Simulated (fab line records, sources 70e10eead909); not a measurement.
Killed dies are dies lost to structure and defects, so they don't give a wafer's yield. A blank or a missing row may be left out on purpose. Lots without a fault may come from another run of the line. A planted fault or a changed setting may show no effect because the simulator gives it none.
Which tool did it? | flow nand_harc | 12 lots, 36 wafers sampled, at 6 steps of a route of 1159

WHAT THE GAUGES READ, wafer by wafer
NHARC_P_STI_OVL_MEAS_10. Usual: overlay_x_nm 2 nm, standard deviation 6.5; overlay_y_nm 2 nm, standard deviation 6.6.
lot  | measured    | on         | overlay_x_nm (nm) | overlay_y_nm (nm) | flag
L816 | day 2 23:08 | overlay-01 | -4 -4 -4          | -6 -6 -6          |
L826 | day 5 12:02 | overlay-01 | -3 -2 -3          | -3 -3 -3          |
L827 | day 5 17:18 | overlay-02 | -3 -2 -3          | 11 11 11          |
L828 | day 6 00:38 | overlay-01 | -1 -1 -1          | 1 1 1             |
L829 | day 6 06:29 | overlay-02 | 5 5 4             | 7 6 6             |
L830 | day 6 12:26 | overlay-02 | 14 13 13          | -3 -3 -3          |
L831 | day 6 17:28 | overlay-01 | -2 -2 -2          | 8 8 8             |
L833 | day 7 04:53 | overlay-01 | 8 7 7             | -1 0 0            |
L835 | day 7 15:13 | overlay-01 | 12 12 12          | 4 3 4             |
L834 | day 7 15:23 | overlay-02 | -2 -3 -3          | 7 7 7             |
L837 | day 8 02:17 | overlay-02 | -12 -11 -11       | -7 -7 -7          |
L836 | day 8 02:19 | overlay-01 | 3 3 3             | 13 13 13          |

NHARC_P_GATE_CD_MEAS_46: target cd 720 nm. Usual: cd_nm 720.5 nm, standard deviation 1.9.
lot  | measured     | on        | cd_nm (nm)        | flag
L816 | day 5 23:51  | cd_sem-01 | - - -             | OFF
L826 | day 8 12:19  | cd_sem-01 | 719.6 718.9 723.7 |
L827 | day 8 13:11  | cd_sem-01 | 719.9 720.9 721.1 |
L828 | day 8 18:40  | cd_sem-02 | 722.1 722.0 722.5 |
L829 | day 9 00:26  | cd_sem-02 | 718.3 719.9 718.4 |
L830 | day 9 08:13  | cd_sem-01 | 720.7 720.9 721.8 |
L831 | day 9 13:42  | cd_sem-02 | 722.4 722.4 719.6 |
L833 | day 9 18:29  | cd_sem-02 | 719.5 720.2 717.9 |
L835 | day 10 11:58 | cd_sem-03 | 724.8 722.3 721.9 |
L834 | day 10 12:29 | cd_sem-03 | 720.7 720.7 721.0 |
L837 | day 10 19:07 | cd_sem-02 | 722.2 721.0 721.4 |
L836 | day 10 18:57 | cd_sem-03 | 723.4 719.6 719.5 |

NHARC_END_SORT_01. Usual: killed_at_array 28, standard deviation 8.6; killed_at_other 0.7, standard deviation 1.2; killed_at_periphery 3.1, standard deviation 2.3; killed_dies 32, standard deviation 8.7; killed_open 3.2, standard deviation 1.7; killed_short 2.0, standard deviation 1.5.
lot  | measured     | on        | killed_at_array | killed_at_other | killed_at_periphery | killed_dies | killed_open | killed_short | flag
L816 | day 19 12:20 | prober-01 | 27 26 16        | 5 1 6           | 645 650 655         | 677 677 677 | 4 4 3       | 3 1 0        | OFF

WHICH TOOL RAN EACH LOT (tool, then ch and the chambers of the sampled wafers, then the start)
lot  | NHARC_P_GATE_DESCUM_31             | NHARC_P_GATE_EXPOSE_43            | NHARC_P_GATE_STRIP_111
L816 | rie_diel-02 ch 0,1,2, day 5 11:50  | krf_scanner-02 ch 0, day 5 23:41  | plasma_asher-02 ch 0,1, day 6 00:23
L826 | rie_diel-02 ch 1,2, day 8 00:31    | krf_scanner-02 ch 0, day 8 12:10  | plasma_asher-01 ch 0,1, day 8 12:56
L827 | rie_diel-08 ch 0,2, day 8 01:10    | krf_scanner-03 ch 0, day 8 13:01  | plasma_asher-01 ch 0,1, day 8 13:46
L828 | rie_diel-02 ch 0,2,3, day 8 06:39  | krf_scanner-02 ch 0, day 8 18:31  | plasma_asher-01 ch 0,1, day 8 19:53
L829 | rie_diel-02 ch 0,2,3, day 8 12:22  | krf_scanner-04 ch 0, day 9 00:17  | plasma_asher-02 ch 0,1, day 9 00:58
L830 | rie_diel-04 ch 0,3, day 8 20:20    | krf_scanner-04 ch 0, day 9 08:04  | plasma_asher-02 ch 0,1, day 9 08:45
L831 | rie_diel-02 ch 0,1,3, day 9 01:35  | krf_scanner-04 ch 0, day 9 13:33  | plasma_asher-01 ch 0,1, day 9 14:18
L833 | rie_diel-02 ch 0,2,3, day 9 06:41  | krf_scanner-03 ch 0, day 9 18:20  | plasma_asher-01 ch 0,1, day 9 19:07
L835 | rie_diel-02 ch 1,2,3, day 10 00:04 | krf_scanner-02 ch 0, day 10 11:49 | plasma_asher-01 ch 0,1, day 10 12:30
L834 | rie_diel-08 ch 0,1,3, day 10 00:42 | krf_scanner-04 ch 0, day 10 12:20 | plasma_asher-02 ch 0,1, day 10 13:07
L837 | rie_diel-02 ch 2,3, day 10 07:28   | krf_scanner-03 ch 0, day 10 18:57 | plasma_asher-01 ch 0,1, day 10 19:50
L836 | rie_diel-08 ch 0,1,2, day 10 07:15 | krf_scanner-04 ch 0, day 10 18:48 | plasma_asher-01 ch 0,1, day 10 19:38
- NHARC_P_GATE_DESCUM_31: chemistry O2, time 3 s.
- NHARC_P_GATE_EXPOSE_43: exposes mask P NSD, target cd 720 nm.
- NHARC_P_GATE_STRIP_111: strips in N2/H2, time 250 s.

WHAT THE TOOLS THEMSELVES READ (means of the sampled wafers that have a number; where no wafer has one, the mark that the record gives instead)
NHARC_P_GATE_DESCUM_31. Usual: drypump_motor_current_A 5.6 A, standard deviation 0.35; oes_product_au 0.998 a.u., standard deviation 0.012; rf_vpp_V 57.9 V, standard deviation 0.92; showerhead_plenum_p_Torr 1.95 Torr, standard deviation 0.05; throttle_valve_pct 11.310 %, standard deviation 0.0095.
lot  | tool        | drypump_motor_current_A (A) | oes_product_au (a.u.) | rf_vpp_V (V) | showerhead_plenum_p_Torr (Torr) | throttle_valve_pct (%) | flag
L816 | rie_diel-02 | 5.7                         | 0.987                 | 57.5         | 1.94                            | 11.315                 |
L826 | rie_diel-02 | 5.9                         | 0.984                 | 57.2         | 1.92                            | 11.309                 |
L827 | rie_diel-08 | 5.4                         | 1.012                 | 57.9         | 1.98                            | 11.307                 |
L828 | rie_diel-02 | 5.6                         | 0.987                 | 58.2         | 1.92                            | 11.308                 |
L829 | rie_diel-02 | 5.6                         | 0.987                 | 58.7         | 1.92                            | 11.312                 |
L830 | rie_diel-04 | 5.7                         | 1.000                 | 57.3         | 1.92                            | 11.309                 |
L831 | rie_diel-02 | 5.3                         | 0.996                 | 57.9         | 1.97                            | 11.320                 |
L833 | rie_diel-02 | 5.6                         | 0.988                 | 57.8         | 1.92                            | 11.311                 |
L835 | rie_diel-02 | 5.6                         | 0.995                 | 57.8         | 1.95                            | 11.321                 |
L834 | rie_diel-08 | 5.7                         | 1.013                 | 57.7         | 1.97                            | 11.322                 |
L837 | rie_diel-02 | 5.5                         | 0.993                 | 58.3         | 1.94                            | 11.301                 |
L836 | rie_diel-08 | 5.5                         | 1.003                 | 57.9         | 1.98                            | 11.315                 |

NHARC_P_GATE_STRIP_111. Usual: drypump_motor_current_A 5.67 A, standard deviation 0.22; heater_power_w 87 W, standard deviation 11; temp_c 110.00 C, standard deviation 0.13.
lot  | tool            | drypump_motor_current_A (A) | heater_power_w (W) | temp_c (C) | flag
L816 | plasma_asher-02 | 5.93                        | 73                 | 109.97     |
L826 | plasma_asher-01 | 5.61                        | 94                 | 110.01     |
L827 | plasma_asher-01 | 5.56                        | 93                 | 109.94     |
L828 | plasma_asher-01 | 5.57                        | 95                 | 109.93     |
L829 | plasma_asher-02 | 5.91                        | 76                 | 110.00     |
L830 | plasma_asher-02 | 5.92                        | 83                 | 109.89     |
L831 | plasma_asher-01 | 5.48                        | 91                 | 110.06     |
L833 | plasma_asher-01 | 5.49                        | 91                 | 110.20     |
L835 | plasma_asher-01 | 5.57                        | 95                 | 110.06     |
L834 | plasma_asher-02 | 5.89                        | 82                 | 110.00     |
L837 | plasma_asher-01 | 5.53                        | 94                 | 109.94     |
L836 | plasma_asher-01 | 5.44                        | 91                 | 109.90     |

THE ANSWER, worked out from the rows above alone
Rule: a lot is off if the mean of its wafers that have a number lies more than 3 standard deviations from the usual mean. A lot without any number at a reading at which 4 lots or more have one is off too. The other lots that the step has rows for count as sound. The gauges are gone through in route order, then the tools' own readings, and for those a lot's mean is taken as printed above. The first step at which some lot is off is used, and at that step the reading that is off furthest; a lot without a number counts as furthest.
Off: L816, at NHARC_P_GATE_CD_MEAS_46 (cd_nm). Without a number there: L816.
A tool fits if, at a process step before that reading, it ran every lot that is off, and no sound lot after the first of them. The gauges at NHARC_P_GATE_CD_MEAS_46 aren't tried: what is off there is off at NHARC_END_SORT_01 too, on other tools, and a gauge's error can't cause that. None of those tried fits.

WHAT THE SIMULATOR HAD PUT IN
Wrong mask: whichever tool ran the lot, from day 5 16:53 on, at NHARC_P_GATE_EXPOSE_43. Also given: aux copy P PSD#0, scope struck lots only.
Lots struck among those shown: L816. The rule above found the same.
